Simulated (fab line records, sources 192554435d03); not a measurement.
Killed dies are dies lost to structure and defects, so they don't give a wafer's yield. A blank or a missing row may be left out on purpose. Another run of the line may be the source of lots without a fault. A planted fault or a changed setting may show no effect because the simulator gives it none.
Matching of chambers -- flow n5-finfet -- N5_STI_FIN_REVEAL_ALD_00 on ald-sin-02: 4 sister chambers
The step deposits SiO2, target thk 1 nm, pulse time 1 s. 8 wafers are shown with their chamber, then 7 later ones without.

## WAFERS PAIRED WITH THEIR CHAMBERS
wafer,chamber,heater-power-w (W),precursor-pulse-height-rel
L080.4,2,432,0.987
L081.2,1,481,1.011
L083.3,3,513,0.974
L085.1,2,469,0.979
L085.4,3,522,0.990
L085.6,0,439,1.012
L089.2,0,449,0.999
L089.3,1,462,1.000

## WAFERS WITH NO CHAMBER GIVEN
wafer,heater-power-w (W),precursor-pulse-height-rel
L089.6,428,0.982
L096.1,510,1.000
L096.3,458,1.031
L096.5,441,0.982
L097.1,445,0.999
L097.4,477,1.001
L097.5,474,0.958

## WHICH CHAMBER EACH WENT THROUGH
wafer,from the rows above,in truth
L089.6,can't be placed: 2 or 0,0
L096.1,can't be placed: 3 or 1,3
L096.3,can't be placed: 1 or 0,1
L096.5,2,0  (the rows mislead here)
L097.1,can't be placed: 0 or 2 or 1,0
L097.4,can't be placed: 1 or 0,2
L097.5,can't be placed: 2 or 3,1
0 of 7 placed correctly. From these rows, 6 cannot be placed; in 4 the true chamber is one of the candidates. Number placed wrongly: 1.
How it was worked out, from the rows above alone: a wafer's distance from a chamber is the root of the sum, over the readings, of the square of ((its reading less the chamber's mean) divided by the reading's scatter). If the next closest chamber is less than 2 further off than the closest, the wafer can't be placed; otherwise it belongs to the closest. Each chamber's mean is taken over the wafers shown for it. The scatter is the square root of a quotient: the sum, over the shown wafers, of each reading's squared deviation from its chamber's mean, divided by wafers minus chambers.
